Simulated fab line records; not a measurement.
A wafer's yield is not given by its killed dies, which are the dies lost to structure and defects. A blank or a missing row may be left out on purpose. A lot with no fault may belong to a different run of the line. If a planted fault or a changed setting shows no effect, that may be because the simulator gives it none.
A lot that was struck, set against a sound lot    flow nandHarc    18 steps out of a route of 1302
Sound: the wafers L319.3, L319.4, L319.6. Struck: wafer L326.4. (L326.1 of the same lot was not struck and is left out.) The cause comes at the end.
Each step with rows lists, per side, the tool, then ch with its chambers, then its first start. Under that, the readings that differ: sound wafers    struck wafers    difference of the means    sigmas: that difference in standard deviations of wafers without a fault.
alike: a reading whose means differ by less than 2 such deviations, as well as words and numbers matching on both sides. not compared: withheld readings; readings where some wafer has no value; bounds like >300 that might hide an equal value; numbers whose values overlap and for which the record gives no deviation.
Wherever a step has rows on one side only, a row that says differs or no value, or a row with sigmas, the two part there. Numbers that have no deviation but don't overlap get no sigmas and don't part them. A reading that every wafer of one side lacks parts them only if that side has two wafers or more.

NHARC_A_SGD_CUT_CD_MEAS_09 targets a cd of 100 nm.
  sound on cdSem-01 ch 0, day 22 19:07; struck on cdSem-01 ch 0, day 25 04:41
  alike: cdNm
NHARC_A_SGD_CUT_OVL_MEAS_10:
  sound on overlay-02 at day 22 19:13; struck on overlay-01 at day 25 04:47
  alike: overlayXNm, overlayYNm
NHARC_A_SGD_CUT_INSPECT_11:
  sound on defectInspect-01 at day 22 19:16; struck on defectInspect-01 at day 25 04:49
reading         sound        struck  difference  sigmas
rawDefectCount  102 118 105  17      -91         -3
NHARC_A_SGD_CUT_DESCUM_14: chemistry O2, time 3 s.
  sound on rieDiel-12 ch 1,2, day 22 19:19; struck on rieDiel-12 ch 0, day 25 04:53
  alike: drypumpMotorCurrentA, oesProductAu, rfVppV, showerheadPlenumPTorr, throttleValvePct
  not compared: rfHoursCounterH
NHARC_A_SGD_CUT_ETCH_58: etches the open film in CF4, target depth 39 nm, time 65 s.
  sound on rieDiel-12 ch 0,1,3, day 22 19:25; struck on rieDiel-12 ch 0, day 25 04:58
  alike: drypumpMotorCurrentA, oesProductAu, rfVppV, showerheadPlenumPTorr, throttleValvePct
  not compared: rfHoursCounterH
NHARC_A_SGD_CUT_ETCH_59: etches the open film in N2/H2, target depth 260 nm, time 406.25 s.
  sound on rieDiel-12 ch 1,2; struck on rieDiel-12 ch 1
  alike: drypumpMotorCurrentA, oesProductAu, rfVppV, showerheadPlenumPTorr, throttleValvePct
  not compared: rfHoursCounterH
NHARC_A_SGD_CUT_ETCH_15: etches the open film in CH3F/O2, target depth 75 nm, time 64.3 s.
  sound on rieDiel-12 ch 0,1,2; struck on rieDiel-12 ch 2
reading              sound              struck  difference  sigmas
oesProductAu (a.u.)  0.995 0.996 0.976  0.946   -0.043      -2
  alike: drypumpMotorCurrentA, rfVppV, showerheadPlenumPTorr, throttleValvePct
  not compared: rfHoursCounterH
then, 5 steps without rows for these wafers: NHARC_A_SGD_CUT_ETCH_16 (etches the open film in C4F8/O2/Ar, target depth 310.5 nm, time 155.2 s); NHARC_A_SGD_CUT_STRIP_60 (strips in C4F8/O2/Ar); NHARC_A_SGD_CUT_STRIP_17 (strips in O2); NHARC_A_SGD_CUT_PRECLEAN_18 (cleans in SC1); NHARC_A_SGD_CUT_SRD_19.
NHARC_A_SGD_CUT_DEP_20: deposits SiO2, target thk 150 nm.
  sound on fcvd-02 ch 0,1, day 22 20:31; struck on fcvd-02 ch 0, day 25 06:02
then, 1 step without rows for these wafers: NHARC_A_SGD_CUT_ANNEAL_27 (time 1800 s).
NHARC_A_SGD_CUT_CMP_21: polishes, target thk 148.19 nm.
  sound on cmp-04 ch 1,3, day 23 01:16; struck on cmp-02 ch 1, day 25 10:41
  alike: motorCurrentA, timeToEndpointS
NHARC_A_SGD_CUT_THK_MEAS_22: measures by ellipsometry.
  sound on filmMetro-01 at day 23 01:30; struck on filmMetro-02 at day 25 10:55
reading     sound              struck  difference  sigmas
thkNm (nm)  149.0 145.3 149.7  141.4   -6.6        -5
then, 1 step without rows for these wafers: NHARC_A_SGD_CUT_SRD_23.
-- record jumps: 5 days between struck wafers' starts before vs after; left off in module A_SGD_CUT, resumes in module END, first step shown is number 1302 of the route --
NHARC_END_SORT_01:
  here the record holds rows for the struck wafers (prober-01 ch 0, day 30 17:02) but none for the sound ones

## WHERE THEY PART
First at NHARC_A_SGD_CUT_INSPECT_11; last, within this record, at NHARC_END_SORT_01.

WHY: the cause the simulator had injected
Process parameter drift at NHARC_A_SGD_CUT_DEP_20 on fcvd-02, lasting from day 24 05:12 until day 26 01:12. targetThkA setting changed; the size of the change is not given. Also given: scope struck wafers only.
